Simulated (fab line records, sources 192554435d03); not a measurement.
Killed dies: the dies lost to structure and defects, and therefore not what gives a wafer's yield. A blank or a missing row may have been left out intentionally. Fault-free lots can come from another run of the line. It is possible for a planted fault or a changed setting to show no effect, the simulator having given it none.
Matching of chambers || flow n5-finfet || N5_BEOL_M11_DESCUM_33 on rie-diel-02 has 4 sister chambers
The step chemistry O2, time 7.9 s. 4 wafers are shown with their chamber, then 12 later ones without.

WAFERS WITH THEIR CHAMBER
{"wafer": "L082.5", "chamber": 0, "throttle-valve-pct (%)": 20.63}
{"wafer": "L084.1", "chamber": 1, "throttle-valve-pct (%)": 20.28}
{"wafer": "L086.1", "chamber": 2, "throttle-valve-pct (%)": 20.71}
{"wafer": "L086.5", "chamber": 3, "throttle-valve-pct (%)": 19.94}

WAFERS WITHOUT THEIR CHAMBER
{"wafer": "L087.1", "throttle-valve-pct (%)": 20.63}
{"wafer": "L087.2", "throttle-valve-pct (%)": 19.96}
{"wafer": "L087.3", "throttle-valve-pct (%)": 20.71}
{"wafer": "L089.1", "throttle-valve-pct (%)": 19.95}
{"wafer": "L089.2", "throttle-valve-pct (%)": 20.28}
{"wafer": "L089.5", "throttle-valve-pct (%)": 20.63}
{"wafer": "L096.2", "throttle-valve-pct (%)": 20.29}
{"wafer": "L096.3", "throttle-valve-pct (%)": 20.53}
{"wafer": "L096.6", "throttle-valve-pct (%)": 20.30}
{"wafer": "L097.1", "throttle-valve-pct (%)": 20.30}
{"wafer": "L097.3", "throttle-valve-pct (%)": 20.53}
{"wafer": "L097.6", "throttle-valve-pct (%)": 20.53}

WHICH CHAMBER EACH ONE RAN IN
{"wafer": "L087.1", "from the rows above": "can't be placed: 0 or 2", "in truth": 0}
{"wafer": "L087.2", "from the rows above": 3, "in truth": 3}
{"wafer": "L087.3", "from the rows above": "can't be placed: 2 or 0", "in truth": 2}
{"wafer": "L089.1", "from the rows above": 3, "in truth": 3}
{"wafer": "L089.2", "from the rows above": 1, "in truth": 1}
{"wafer": "L089.5", "from the rows above": "can't be placed: 0 or 2", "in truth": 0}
{"wafer": "L096.2", "from the rows above": 1, "in truth": 1}
{"wafer": "L096.3", "from the rows above": "can't be placed: 0 or 2", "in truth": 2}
{"wafer": "L096.6", "from the rows above": 1, "in truth": 1}
{"wafer": "L097.1", "from the rows above": 1, "in truth": 1}
{"wafer": "L097.3", "from the rows above": "can't be placed: 0 or 2", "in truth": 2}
{"wafer": "L097.6", "from the rows above": "can't be placed: 0 or 2", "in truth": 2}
Correctly placed: 6 of 12. From these rows, 6 cannot be placed; in 6 the true chamber is one of the candidates. Number placed wrongly: 0.
How it was worked out, from the rows above alone: a wafer's distance from a chamber is the root of the sum, over the readings, of the square of ((its reading less the chamber's mean) divided by the reading's scatter). If the next closest chamber is less than 2 further off than the closest, the wafer can't be placed; otherwise it belongs to the closest. Each chamber's mean is taken over the wafers shown for it. The scatter: root of mean squared gap, hidden wafer to nearest shown wafer, with one shown wafer a chamber.
